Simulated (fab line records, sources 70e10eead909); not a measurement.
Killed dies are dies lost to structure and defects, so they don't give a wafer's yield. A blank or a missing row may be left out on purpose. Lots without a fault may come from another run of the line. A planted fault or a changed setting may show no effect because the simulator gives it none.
Problem report in the 8D (eight disciplines) form, filled by code | flow nand_harc | the parts of the form that need people (team, actions taken, sign-off) are left out

1. THE PROBLEM
time_to_endpoint_s at NHARC_A_CHANNEL_FILL_D1_CMP_10 reads a mean of 6.6 s on 1 wafer of 1 lot; wafers without a fault read 15.3 s with a standard deviation of 2.1. That is -4.1 standard deviations from the usual mean.
The step: polishes, target thk 150 nm.
First seen on wafer L540.2, day 16 20:42, on cmp-04. The record holds 13 wafers of 5 lots with a number at this step. Rule for "out", or "out of limits": more than 4 standard deviations from the usual mean. The other wafers with a number count as sound.

2. WHAT IT IS AND WHAT IT IS NOT
question                    | is                     | is not
which readings at this step | time_to_endpoint_s     | motor_current_A
which lots                  | L540                   | L526, L528, L542, L544
which wafers of those lots  | all that have a number | -
read on which tools         | cmp-04                 | cmp-01, cmp-02
when                        | from day 16 20:42      | up to then (6 sound wafers); but 6 sound wafers of L542, L544 came after

3. SUSPECTS, AND WHAT RULES EACH OUT
Counting: a tool at a process step up to the reading stays a suspect if it ran every lot that is out and no sound lot after the first of them.
- rie_diel-13 at NHARC_A_CHANNEL_FILL_D1_STRIP_28 (strips in O2, time 20 s): ruled out as a lasting fault. Sound lots L544 ran on it after its first lot that is out, L540 (day 15 21:27).
- ald_hk-01 at NHARC_A_CHANNEL_FILL_D1_ALD_25 (deposits SiOx, target thk 60 nm, pulse time 10 s, ald cycles 600): kept. It ran the lot that is out, L540 (day 16 11:05), and no sound lot after that.
- rie_diel-13 at NHARC_A_CHANNEL_FILL_D1_ETCHBACK_08 (etches the open film in C4F8, target depth 220 nm, time 110 s): kept. It ran the lot that is out, L540 (day 16 20:42), and no sound lot after that. NHARC_A_CHANNEL_FILL_D1_ETCHBACK_08 gives no start for some lots, so the hours and the order of its lots are those of NHARC_A_CHANNEL_FILL_D1_CMP_10.
- rie_diel-13 at NHARC_A_CHANNEL_FILL_D1_STRIP_29 (strips in O2, time 20 s): kept. It ran the lot that is out, L540 (day 16 20:42), and no sound lot after that. NHARC_A_CHANNEL_FILL_D1_STRIP_29 gives no start for some lots, so the hours and the order of its lots are those of NHARC_A_CHANNEL_FILL_D1_CMP_10.
- cmp-04 at NHARC_A_CHANNEL_FILL_D1_CMP_10 (polishes, target thk 150 nm): kept. It ran the lot that is out, L540 (day 16 20:42), and no sound lot after that; its last sound lot up to then is L526 (day 11 01:11). Its own readings are out on those wafers: time_to_endpoint_s.
Left after counting: ald_hk-01 at NHARC_A_CHANNEL_FILL_D1_ALD_25, rie_diel-13 at NHARC_A_CHANNEL_FILL_D1_ETCHBACK_08, rie_diel-13 at NHARC_A_CHANNEL_FILL_D1_STRIP_29, cmp-04 at NHARC_A_CHANNEL_FILL_D1_CMP_10.

4. THE CAUSE (what the simulator had put in)
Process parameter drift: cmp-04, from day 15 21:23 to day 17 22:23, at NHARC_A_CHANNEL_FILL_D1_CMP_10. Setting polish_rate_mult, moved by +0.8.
Counting left 4 suspects, and this tool is among them.

5. THE CHAIN OF EFFECTS, in route order
Each row: a reading whose mean over the struck wafers that have a number lies more than 3 standard deviations from the usual. Only readings for which the record gives a usual standard deviation are gone through. hours: the time from each lot's start at the first step in this table that gives one to its start at this step, as a median over the lots. sigmas: the change in usual standard deviations.
hours | step                           | reading            | usual  | on struck wafers | change | sigmas
0     | NHARC_A_CHANNEL_FILL_D1_CMP_10 | time_to_endpoint_s | 15.3 s | 6.6              | -8.7   | -4.1
The process steps in it:
- NHARC_A_CHANNEL_FILL_D1_CMP_10: polishes, target thk 150 nm.

6. WHAT WOULD HAVE CAUGHT IT SOONER
In this record the first reading out of limits was taken at day 16 20:42, 23 hours after the fault began at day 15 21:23.
